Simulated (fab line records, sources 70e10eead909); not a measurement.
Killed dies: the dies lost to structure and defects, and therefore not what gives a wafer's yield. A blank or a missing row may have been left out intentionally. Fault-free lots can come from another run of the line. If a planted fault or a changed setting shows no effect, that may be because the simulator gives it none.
Which tool is to blame? ; flow nand harc ; 12 lots, 36 wafers sampled, at 5 steps of a route of 1159

WHAT THE GAUGES READ, wafer by wafer
NHARC_END_WLT_00.
lot;measured;on;VT_DECK1_BOTTOM;VT_DECK1_BOTTOM_INNER;VT_DECK1_MEDIAN_NEAR_BOTTOM;VT_DECK1_MEDIAN_NEAR_BOTTOM_INNER;VT_DECK1_MIDDLE;VT_DECK1_MIDDLE_INNER;VT_DECK1_TOP;VT_DECK1_TOP_INNER
L232;day 18 23:56;prober-02;0.861 0.863 0.877;0.870 0.867 0.875;0.865 0.861 0.880;0.865 0.870 0.881;0.887 0.878 0.885;0.878 0.879 0.885;0.901 0.889 0.890;0.895 0.900 0.897
L234;day 19 19:01;prober-02;0.877 0.878 0.869;0.870 0.866 0.864;0.876 0.871 0.880;0.874 0.875 0.870;0.885 0.886 0.888;0.891 0.886 0.886;0.903 0.893 0.894;0.905 0.886 0.895
L237;day 19 11:11;prober-02;0.857 0.874 0.860;0.860 0.876 0.870;0.874 0.865 0.869;0.859 0.877 0.863;0.881 0.887 0.880;0.878 0.877 0.875;0.888 0.887 0.887;0.886 0.882 0.893
L236;day 20 12:13;prober-02;0.888 0.880 0.875;0.894 0.882 0.869;0.887 0.876 0.871;0.886 0.885 0.877;0.885 0.884 0.900;0.900 0.893 0.891;0.907 0.900 0.906;0.902 0.900 0.905
L238;day 20 19:55;prober-01;0.876;0.866;0.868;0.876;0.887;0.886;0.908;0.898
L242;day 21 07:46;prober-01;0.872 0.869;0.863 0.869;0.865 0.867;0.859 0.874;0.887 0.882;0.881 0.888;0.896 0.902;0.907 0.908
L246;day 23 00:17;prober-01;0.883 0.879 0.885;0.886 0.877 0.885;0.896 0.880 0.883;0.894 0.888 0.880;0.902 0.893 0.901;0.900 0.905 0.897;0.907 0.915 0.909;0.913 0.914 0.917
L248;day 23 16:22;prober-01;0.866 0.871 0.861;0.870 0.879 0.861;0.870 0.878 0.859;0.857 0.877 0.866;0.882 0.885 0.872;0.877 0.885 0.874;0.897 0.888 0.889;0.888 0.893 0.890
L253;day 24 01:59;prober-01;0.877 0.888 0.892;0.879 0.880 0.891;0.876 0.880 0.894;0.878 0.876 0.895;0.897 0.890 0.896;0.887 0.888 0.898;0.894 0.911 0.913;0.900 0.908 0.911
L252;day 24 02:31;prober-02;0.866 0.871 0.864;0.874 0.870 0.859;0.874 0.872 0.864;0.875 0.875 0.877;0.879 0.880 0.880;0.877 0.881 0.881;0.893 0.889 0.889;0.887 0.890 0.895
L251;day 24 11:42;prober-01;0.870 0.860 0.854;0.872 0.860 0.862;0.858 0.866 0.862;0.860 0.854 0.865;0.878 0.877 0.874;0.866 0.880 0.874;0.882 0.885 0.891;0.887 0.888 0.886
L254;day 24 19:29;prober-02;0.871 0.879 0.868;0.872 0.880 0.871;0.871 0.877 0.879;0.881 0.880 0.875;0.882 0.887 0.889;0.877 0.888 0.888;0.898 0.898 0.900;0.899 0.890 0.899

NHARC_END_SORT_01.
lot;measured;on;killed at array;killed at other;killed at periphery;killed dies;killed open;killed short
L238;day 20 22:55;prober-01;32 655 634;0 0 0;3 4 6;35 659 640;3 3 8;0 4 4
L242;day 21 11:03;prober-01;29 662 26;0 0 2;6 4 4;35 666 32;5 6 2;0 1 5

TOOL THAT RAN EACH LOT (tool first, then ch and the chambers of the sampled wafers, then the start)
lot;NHARC_A_CONTACT_DEP_85;NHARC_A_BONDPAD_CMP_19;NHARC_THIN_TSV_ETCH_15
L232;pecvd-01 ch 0,1, day 16 19:18;cmp-04 ch 0,2,3, day 17 19:18;rie si-04 ch 1,3, day 18 09:34
L234;pecvd-02 ch 0,1,2, day 17 02:44;cmp-04 ch 0,1,3, day 18 06:31;rie si-04 ch 0,1,3, day 19 00:16
L237;pecvd-01 ch 0,1,2, day 17 15:27;cmp-02 ch 0,2,3, day 18 13:34;rie si-05 ch 0,2,3, day 19 02:43
L236;pecvd-02 ch 0,1,2, day 18 04:55;cmp-04 ch 0,1,3, day 19 08:37;rie si-01 ch 2,3, day 19 23:59
L238;pecvd-02 ch 0,1, day 18 16:06;cmp-04 ch 3, day 19 16:32;rie si-01 ch 1, day 20 08:44
L242;pecvd-02 ch 0,2, day 19 02:24;cmp-02 ch 1, day 20 05:31;rie si-01 ch 0,2, day 20 20:14
L246;pecvd-01 ch 1,2, day 20 10:17;cmp-04 ch 0,3, day 22 00:05;rie si-05 ch 0,3, day 22 13:17
L248;pecvd-01 ch 0,1,2, day 20 21:41;cmp-01 ch 2,3, day 22 08:47;rie si-01 ch 0,1,2, day 22 23:28
L253;pecvd-02 ch 0,1, day 21 23:07;cmp-02 ch 1,2,3, day 23 00:16;rie si-05 ch 1,2, day 23 13:57
L252;pecvd-02 ch 0,1, day 22 03:13;cmp-01 ch 1,2,3, day 23 03:13;rie si-04 ch 1,2, day 23 15:17
L251;pecvd-02 ch 0,1,2, day 22 08:40;cmp-02 ch 0,1,3, day 23 10:52;rie si-01 ch 0,1,2, day 24 00:37
L254;pecvd-04 ch 0,1,2, day 22 11:52;cmp-01 ch 0,2, day 23 18:38;rie si-01 ch 0,1,3, day 24 09:45
- NHARC_A_CONTACT_DEP_85: deposits SiON, target thk 50 nm.
- NHARC_A_BONDPAD_CMP_19: polishes, t overpolish 30 s, cu recess touch 16 s, target thk 169.8 nm.
- NHARC_THIN_TSV_ETCH_15: target depth 3000 nm, bosch target overetch cycles 2, bosch etch step 2.8 s.

AS READ BY THE TOOLS THEMSELVES (means over the sampled wafers that have a number; for cases with no such wafer, the mark the record gives instead)
NHARC_A_CONTACT_DEP_85.
lot;tool;heater power w (W);susceptor temp C (C)
L232;pecvd-01;767;399.86
L234;pecvd-02;767;400.07
L237;pecvd-01;667;399.96
L236;pecvd-02;687;399.86
L238;pecvd-02;772;400.08
L242;pecvd-02;700;399.98
L246;pecvd-01;607;400.15
L248;pecvd-01;624;399.73
L253;pecvd-02;741;399.89
L252;pecvd-02;809;399.73
L251;pecvd-02;727;399.78
L254;pecvd-04;716;400.03

NHARC_A_BONDPAD_CMP_19.
lot;tool;motor current A (A);overpolish run s (s)
L232;cmp-04;12.2;30.003
L234;cmp-04;12.4;29.990
L237;cmp-02;12.5;30.001
L236;cmp-04;12.1;29.992
L238;cmp-04;11.4;29.990
L242;cmp-02;12.6;29.998
L246;cmp-04;12.1;29.991
L248;cmp-01;11.4;30.007
L253;cmp-02;13.0;29.999
L252;cmp-01;11.9;29.997
L251;cmp-02;11.7;30.005
L254;cmp-01;10.8;29.995

NHARC_THIN_TSV_ETCH_15.
lot;tool;drypump motor current A (A);he backside leak sccm (sccm)
L232;rie si-04;6.1;2.58
L234;rie si-04;6.4;2.69
L237;rie si-05;5.5;2.46
L236;rie si-01;5.6;3.19
L238;rie si-01;5.5;2.38
L242;rie si-01;5.8;2.90
L246;rie si-05;5.8;2.38
L248;rie si-01;5.7;2.72
L253;rie si-05;5.7;2.66
L252;rie si-04;5.3;2.75
L251;rie si-01;5.7;2.71
L254;rie si-01;5.8;2.70

THE ANSWER, worked out from the rows above alone
Rule: the usual values come from the lots themselves. Put in order of their means at a reading, lots are off if they are a third of the lots or fewer, leave a main group of 4 or more, and stand apart from it by a gap of 3 or more times the standard deviation of the main group's means; of several such gaps the widest counts. Not used: any main group whose means are identical at the precision the tables above print for the reading. Also off: a lot with no number at a reading for which 4 or more lots have one. The other lots that the step has rows for count as sound. First the gauges in route order, then the tools' own readings, where a lot's mean is used as printed above. The first step at which some lot is off is used, and at that step the reading that is off furthest; a lot without a number counts as furthest.
Nothing can be told from this: no lot is off at any reading shown.

WHAT THE SIMULATOR HAD PUT IN
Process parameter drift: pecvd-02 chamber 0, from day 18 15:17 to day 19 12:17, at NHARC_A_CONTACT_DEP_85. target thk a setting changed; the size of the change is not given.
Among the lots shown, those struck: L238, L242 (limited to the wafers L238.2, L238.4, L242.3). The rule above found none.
